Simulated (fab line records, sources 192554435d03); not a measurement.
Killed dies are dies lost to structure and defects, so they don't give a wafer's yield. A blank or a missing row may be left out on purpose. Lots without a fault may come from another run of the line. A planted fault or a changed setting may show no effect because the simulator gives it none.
fab line records | flow n5_finfet
record lots=4 wafers=10 last_day=18
route steps=1938 shown BEOL_M3@1011 BEOL_M4@1021
lots that met no fault: from a run of the same line without faults
start_h: hours from the record's first day to the start of the lot's first wafer shown | wait_h: hours since the lot's step before | " the same as in the row above | L1.1+2: a row that stands for several wafers | - no value, or no start given | * or withheld: withheld | < > ~ a bound
route shown NAME@n: a module of which the file shows steps, and the number in the route of the first | usual: mean/standard deviation of fault-free wafers | same: alike in all rows | chamber/n: place in a boat | sites: the reading at each site | _std_site: their standard deviation | _edge_site: outer sites' mean less inner sites' | radius_mm: how far each site lies from the wafer's centre | mask NAME#n: copy n | behind: the tool/chamber that last shaped the wafer | hold: why the lot was held/for how many hours/how that ended | device: the transistor (n, p or np) that didn't switch | end of line: the same wafers' tests at the end of the route | a step without rows: its recipe alone | killed: dies lost to structure and defects at the first sort, not the wafer's yield | map: a wafer's dies, x killed, . not, _ none there
set.NAME: the setting as run; set.NAME@STEP: as run at that earlier step | model.NAME: the simulator's own value behind a step, which no gauge read
lots at some steps of the route; a table a step, a row a wafer
services: from which hour (start_h, from the record's first day; less than 0 if before it) a tool's chamber was out of use, for how many hours, and why
## steps
# step N5_BEOL_M3_ECD_50
# recipe material=Cu target_thk_a=3000
# step N5_BEOL_M3_ANNEAL_51
# recipe temp_c=225 time_s=90 ambient=N2
# step N5_BEOL_M3_CMP_52
# recipe stop_on=SiOC t_overpolish_s=6.8 down_force_psi=1 platen_rpm=50 clearing_platen_down_force_psi=1.5 clearing_platen_rpm=50 post_cmp_clean=cu_alkaline target_thk_nm=40 clearing_platen_pad_velocity_m_s=0.99484 pad_velocity_m_s=0.99484
# step N5_BEOL_M3_PRE_CLEAN_60
# recipe gas=NH3/H2 time_s=15 temp_c=* rf_power_w=300
# step N5_BEOL_M3_CO_CAP_55
# recipe material=Co target_thk_a=20 temp_c=200 precursor=CCTBA/H2 pressure_torr=30 time_s=102.1
# step N5_BEOL_M3_PRE_CLEAN_56
# recipe gas=NH3 time_s=15 temp_c=withheld rf_power_w=300
# step N5_BEOL_M3_DEP_57
# recipe material=SiCN target_thk_a=80 temp_c=withheld precursor=3MS/NH3 pressure_torr=3 rf_w=202 time_s=14
# step N5_BEOL_M4_ILD_DEP_00
# recipe material=SiOC target_thk_a=790 temp_c=350 precursor=DEMS/O2 pressure_torr=5 rf_w=500 time_s=15.3
# step N5_BEOL_M4_PECVD_72
# recipe material=SiO2 target_thk_a=160 temp_c=400 precursor=TEOS/O2 pressure_torr=5.5 rf_w=450 teos_flow_sccm=53.8 gas=O2 flow_sccm=3000 time_s=18
# usual heater_power_w=749/76 showerhead_plenum_p_Torr=8.82/0.056 throttle_valve_pct=22.0/0.77
# columns lot.wafer tool chamber start_h wait_h heater_power_w showerhead_plenum_p_Torr throttle_valve_pct model.SiO2_of_BEOL_M4_PECVD_72.thk_nm
L254.1 pecvd-04 2 178.43 0.0 801 8.85 21.7 16
L254.5 " 0 " " 819 8.80 22.2 16
L254.6 " 2 " " 801 8.85 21.7 16.4
L264.3 pecvd-04 2 236.74 0.0 824 8.87 21.9 8.2
L264.5 " 2 " " 789 8.84 21.8 8.4
L267.3 pecvd-04 1 263.30 0.0 613 8.83 23.8 8
L267.5 " 0 " " 868 8.80 22.2 8.4
L271.3 pecvd-01 0 291.96 0.0 764 8.88 21.3 16
L271.4 " 1 " " 874 8.87 21.4 16.2
L271.5 " 0 " " 759 8.86 21.4 16.2
# step N5_BEOL_M4_HM_DEP_02
# recipe material=TiN target_thk_a=200 temp_c=25 chamber_pressure_pa=0.49996
# step N5_BEOL_M4_COAT_61
# recipe resist=SOC temp_c=250 time_s=60 spin_rpm=1500 resist_thk_nm=60
# step N5_BEOL_M4_COAT_62
# recipe resist=SiARC temp_c=220 time_s=60 spin_rpm=1500 resist_thk_nm=12
# step N5_BEOL_M4_COAT_73
# recipe resist=underlayer temp_c=205 time_s=60 spin_rpm=1500 resist_thk_nm=5
# step N5_BEOL_M4_COAT_05
# recipe resist=CAR-EUV spin_rpm=1500 resist_thk_nm=30
# step N5_BEOL_M4_EBR_07
# recipe solvent=PGMEA ebr_width_mm=1.5
# step N5_BEOL_M4_SOFTBAKE_06
# recipe temp_c=110 time_s=60 resist=CAR-EUV
# step N5_BEOL_M4_EXPOSE_08
# recipe mask_id=M4 na=0.33 source_shape=dipole sigma_inner=0.369 sigma_outer=0.767 polarization=unpolarized dose_mj=41.25
# step N5_BEOL_M4_PEB_09
# recipe peb_temp_c=100 peb_time_s=60 resist=CAR-EUV
# step N5_BEOL_M4_DEVELOP_10
# recipe develop_time_s=30 developer=TMAH resist=CAR-EUV rinse_liquid=surfactant_rinse dry=air_spin dev_temp_c=23
# step N5_BEOL_M4_DESCUM_16
# recipe chemistry=O2 time_s=7 source_power_w=50 bias_power_w=20 pressure_mtorr=20 rf_frequency_hz=2.712e+07 temp_c=40 resist=CAR-EUV o2_flow_sccm=225
# step N5_BEOL_M4_ETCH_74
# recipe chemistry=N2/H2 target=underlayer target_depth_a=65 mask_material=CAR-EUV time_s=5.2 ion_energy_ev=200 pressure_mtorr=30 source_w=840 bias_w=150 n2_flow_sccm=200 h2_flow_sccm=200 ends=cleared
# step N5_BEOL_M4_ETCH_63
# recipe chemistry=CF4 target=SiARC target_depth_a=156 mask_material=CAR-EUV time_s=26 ion_energy_ev=80 pressure_mtorr=40 source_w=545 bias_w=36 Ar_flow_sccm=100 cf4_flow_sccm=100 ends=cleared
# step N5_BEOL_M4_ETCH_64
# recipe chemistry=N2/H2 target=SOC target_depth_a=750 overetch_a=225 mask_material=SiARC temp_c=40 time_s=121.9 ion_energy_ev=200 pressure_mtorr=30 source_w=840 bias_w=150 n2_flow_sccm=200 h2_flow_sccm=200
# step N5_BEOL_M4_STRIP_65
# recipe chemistry=N2/H2 temp_c=40 n2_flow_sccm=200 h2_flow_sccm=200 rf_frequency_hz=6e+07
# step N5_BEOL_M4_STRIP_75
# recipe chemistry=N2/H2 temp_c=40 n2_flow_sccm=200 h2_flow_sccm=200 rf_frequency_hz=6e+07
# step N5_BEOL_M4_STRIP_66
# recipe chemistry=CF4 resist=SiARC power_w=300 bias_power_w=75 pressure_mtorr=50 cf4_flow_sccm=150 rf_frequency_hz=6e+07
# step N5_BEOL_M4_HM_OPEN_17
# recipe chemistry=Cl2/BCl3 target_depth_a=200 overetch_a=60 target=TiN mask_material=SOC ion_energy_ev=150 pressure_mtorr=10 icp_w=1000 bias_w=126 Cl2_flow_sccm=53.25 bcl3_flow_sccm=21.75 Ar_flow_sccm=25
# step N5_BEOL_M4_STRIP_19
# recipe chemistry=O2 power_w=400 temp_c=40 pressure_mtorr=30 rf_frequency_hz=6e+07 bias_power_w=0 overash_fraction=0.2 o2_flow_sccm=225
# step N5_BEOL_M4_COAT_67
# recipe resist=SOC temp_c=250 time_s=60 spin_rpm=1500 resist_thk_nm=60
# step N5_BEOL_M4_COAT_68
# recipe resist=SiARC temp_c=220 time_s=60 spin_rpm=1500 resist_thk_nm=12
# step N5_BEOL_M4_COAT_76
# recipe resist=underlayer temp_c=205 time_s=60 spin_rpm=1500 resist_thk_nm=5
# step N5_BEOL_M4_COAT_22
# recipe resist=CAR-EUV spin_rpm=1500 resist_thk_nm=30
# step N5_BEOL_M4_EBR_24
# recipe solvent=PGMEA ebr_width_mm=1.5
# step N5_BEOL_M4_SOFTBAKE_23
# recipe temp_c=110 time_s=60 resist=CAR-EUV
# step N5_BEOL_M4_HM_STRIP_39
# recipe chemistry=peroxide_tin_strip material=TiN target_depth_a=250 temp_c=50 time_s=158
# columns lot.wafer tool chamber start_h wait_h model.SiO2_of_BEOL_M4_PECVD_72.thk_nm
L254.1+5 wet_bench-05 3,2 185.55 0.0 15.8
L254.6 " 4 " " 16.2
L264.3+5 wet_bench-03 3,5 250.86 0.0 8.2
L267.3 wet_bench-05 0 279.71 0.0 7.8
L267.5 " 2 " " 8.2
L271.3+4+5 wet_bench-04 4,2,0 304.02 0.0 16
# step N5_BEOL_M4_CMP_52
# recipe stop_on=SiOC t_overpolish_s=6.8 down_force_psi=1 platen_rpm=50 clearing_platen_down_force_psi=1.5 clearing_platen_rpm=50 post_cmp_clean=cu_alkaline target_thk_nm=40 clearing_platen_pad_velocity_m_s=0.99484 pad_velocity_m_s=0.99484
# usual barrier_field_endpoint_s=24.8/0.68 edge_zone_pressure_frac=1.000/0.0044 motor_current_A=6.0/0.7
# columns lot.wafer tool chamber start_h wait_h barrier_field_endpoint_s edge_zone_pressure_frac motor_current_A
L254.1 cmp-02 1 190.83 0.3 24.4 1.000 6.0
L254.5 " 3 " " 24.2 1.004 6.7
L254.6 " 0 " " 25.4 1.001 5.8
L264.3 cmp-02 3 255.71 0.2 14.8 1.002 6.6
L264.5 " 2 " " 15.2 0.993 5.9
L267.3 cmp-01 3 283.75 0.2 14.8 1.006 5.0
L267.5 " 3 " " 15.7 0.995 4.9
L271.3 cmp-02 3 307.63 0.3 25.5 0.995 6.5
L271.4 " 1 " " 25.2 0.995 5.9
L271.5 " 0 " " 25.8 1.004 5.9
# step N5_BEOL_M4_RC_MEAS_101
# usual DIBL_N=36.1/2 DIBL_P=36.3/2.5 IOFF_N=0.16/0.037 IOFF_P=0.21/0.039 ION_N=678/15 ION_P=465/8.7 SS_N=71.4/0.7 SS_P=73.3/0.74 VT_N=249/3.6 VT_P=-250.0/2.9
# columns lot.wafer tool chamber start_h wait_h DIBL_N[mV/V] DIBL_P[mV/V] IOFF_N[nA/um] IOFF_P[nA/um] ION_N[uA/um] ION_P[uA/um] SS_N[mV/dec] SS_P[mV/dec] VT_N[mV] VT_P[mV]
L254.1 prober-01 0 191.36 0.0 36.5 37.5 0.16 0.20 673 452 71.1 73.3 250 -251.8
L254.5 " 0 " " 34.9 35.1 0.14 0.17 663 448 71.1 72.7 249 -252.9
L254.6 " 0 " " 38.0 39.0 0.18 0.21 666 454 72.2 75.0 250 -252.1
L264.3 prober-02 0 256.59 0.3 33.7 33.8 0.13 0.18 677 465 70.9 72.3 252 -252.4
L264.5 " 0 " " 33.9 34.1 0.13 0.19 680 468 70.7 72.6 249 -252.0
L267.3 prober-02 0 285.19 0.9 35.1 32.8 0.14 0.16 672 454 71.0 72.8 254 -252.4
L267.5 " 0 " " 38.4 38.8 0.22 0.26 708 477 72.1 73.6 246 -246.3
L271.3 prober-02 0 308.58 0.3 34.3 35.7 0.13 0.20 681 470 70.7 73.4 254 -250.4
L271.4 " 0 " " 34.2 35.2 0.14 0.20 667 456 70.6 72.8 250 -253.2
L271.5 " 0 " " 38.5 40.9 0.22 0.27 704 481 71.8 73.7 245 -248.8
## services
# columns tool chamber start_h hours kind
pecvd-04 - 155.23 2.8 pm
cmp-02 - 155.54 2.0 repair
pecvd-04 - 160.06 0.3 repair
cmp-02 - 163.44 3.8 pm
pecvd-04 1 210.67 3.4 repair
pecvd-04 1 214.10 5.5 scheduled_down
pecvd-04 1 219.64 5.5 scheduled_down
pecvd-04 0 238.10 - calibration
pecvd-01 2 245.23 12.9 repair
cmp-01 - 278.70 4.0 pm
cmp-01 - 282.70 - consumable_replace:conditioner
cmp-01 - 282.70 - consumable_replace:pad
cmp-01 - 284.29 0.9 repair
pecvd-01 1 303.86 4.9 repair
## key
first_sign step=N5_BEOL_M4_CMP_52 reading=barrier_field_endpoint_s direction=down sigmas=14 usual=24.8 struck=15.1
effect none on later readings
model_effect step=N5_BEOL_M4_PECVD_72 value=SiO2_of_BEOL_M4_PECVD_72.thk_nm without=16.05 struck=8.25
model_effect step=N5_BEOL_M4_HM_STRIP_39 value=SiO2_of_BEOL_M4_PECVD_72.thk_nm without=15.85 struck=8.1
met_at N5_BEOL_M4_PECVD_72
struck_wafers L264.3,L264.5,L267.3,L267.5
onset_between 178.43 236.74
fault kind=process_parameter_drift tool=pecvd-04 chamber=- onset_h=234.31 steps=N5_BEOL_M4_PECVD_72 channel=time_s offset=* shape=step end_h=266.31 scope=struck_wafers_only acts_in=* stated=*
